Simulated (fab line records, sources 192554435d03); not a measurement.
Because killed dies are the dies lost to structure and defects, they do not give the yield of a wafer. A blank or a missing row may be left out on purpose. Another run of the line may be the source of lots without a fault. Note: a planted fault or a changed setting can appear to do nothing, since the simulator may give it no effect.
2 desks, one fault / flow n5Finfet / numbers are kept per desk, each desk with only its own; the story behind them comes last

## TOOL OWNER'S DESK, rieDiel-03
The tool's own readings at N5_BEOL_M0_SAQP_HM_OPEN_112 (chemistry CHF3/O2, target SiO2, stops on a-Si, target depth 12 nm, time 13.5 s): means of the sampled wafers that have a number, for each lot that ran on this tool. A lot is out of limits, marked OUT, if its mean lies more than 4 standard deviations from the usual mean; the brackets give that distance.
Columns: A = chamberPressureMTorr at N5_BEOL_M0_SAQP_HM_OPEN_112, usual 30.000 mTorr; B = drypumpMotorCurrentA at N5_BEOL_M0_SAQP_HM_OPEN_112, usual 5.8 A; C = oes_o_777_au at N5_BEOL_M0_SAQP_HM_OPEN_112, usual 0.80 a.u.; D = oesProductAu at N5_BEOL_M0_SAQP_HM_OPEN_112, usual 0.52 a.u.; E = rfVppV at N5_BEOL_M0_SAQP_HM_OPEN_112, usual 525 V; F = showerheadPlenumPTorr at N5_BEOL_M0_SAQP_HM_OPEN_112, usual 2.47 Torr; G = throttleValvePct at N5_BEOL_M0_SAQP_HM_OPEN_112, usual 18.7 %
lot=L353; first seen here=day 5 22:53; A=30.012; B=5.7; C=0.76; D=0.49; E=529; F=2.50; G=18.7
lot=L355; first seen here=day 6 12:03; A=30.050; B=5.8; C=0.81; D=0.51; E=528; F=2.49; G=18.8
lot=L358; first seen here=day 7 02:01; A=29.993; B=5.6; C=0.74; D=0.45; E=530; F=2.50; G=18.7
lot=L359; first seen here=day 7 11:51; A=29.977; B=5.7; C=0.91; D=0.54; E=526; F=2.46; G=18.6
lot=L368; first seen here=day 9 18:22; A=30.011; B=5.8; C=0.73; D=0.48; E=529; F=2.49; G=18.7
lot=L372; first seen here=day 10 17:52; A=30.005; B=5.7; C=0.73; D=0.48; E=529; F=2.49; G=18.8
Finding of this desk: none of the 6 lots has anything out of limits.

## THE METROLOGY DESK
What the gauges read, lot by lot, whatever tool the lot ran on: means of the sampled wafers that have a number. A lot is out of limits, marked OUT, if its mean lies more than 4 standard deviations from the usual mean; the brackets give that distance. 7 of its 10 readings are shown, namely those furthest out on some lot.
Columns: A = DIBL_N at N5_BEOL_M4_RC_MEAS_101, usual 36.2 mV/V; B = ION_N at N5_BEOL_M4_RC_MEAS_101, usual 674 uA/um; C = ION_P at N5_BEOL_M4_RC_MEAS_101, usual 464 uA/um; D = SS_N at N5_BEOL_M4_RC_MEAS_101, usual 71.5 mV/dec; E = SS_P at N5_BEOL_M4_RC_MEAS_101, usual 73.3 mV/dec; F = VT_N at N5_BEOL_M4_RC_MEAS_101, usual 250.2 mV; G = VT_P at N5_BEOL_M4_RC_MEAS_101, usual -249.3 mV
lot=L353; first seen here=day 8 10:38; A=35.3; B=669; C=465; D=71.8; E=73.4; F=248.8; G=-248.9
lot=L355; first seen here=day 8 23:38; A=38.0; B=657; C=455; D=71.4; E=73.8; F=252.0; G=-248.9
lot=L358; first seen here=day 9 10:55; A=36.6; B=680; C=472; D=71.9; E=74.3; F=247.2; G=-247.2
lot=L359; first seen here=day 9 18:01; A=35.8; B=669; C=464; D=72.0; E=73.2; F=254.9; G=-252.9
lot=L368; first seen here=day 12 07:09; A=36.0; B=678; C=473; D=71.4; E=73.6; F=249.0; G=-247.0
lot=L371; first seen here=day 12 22:53; A=38.3; B=680; C=465; D=72.1; E=73.1; F=250.2; G=-248.3
lot=L370; first seen here=day 12 23:12; A=35.7; B=667; C=460; D=70.3; E=72.6; F=251.2; G=-250.9
lot=L372; first seen here=day 13 15:43; A=38.1; B=669; C=465; D=71.8; E=74.0; F=249.8; G=-248.3
Finding of this desk: none of the 8 lots has anything out of limits.

## TAKEN TOGETHER
The desk of the tool owner found nothing out of limits.
Metrology desk: nothing out of limits seen.

## WHAT HAD BEEN PUT IN BY THE SIMULATOR
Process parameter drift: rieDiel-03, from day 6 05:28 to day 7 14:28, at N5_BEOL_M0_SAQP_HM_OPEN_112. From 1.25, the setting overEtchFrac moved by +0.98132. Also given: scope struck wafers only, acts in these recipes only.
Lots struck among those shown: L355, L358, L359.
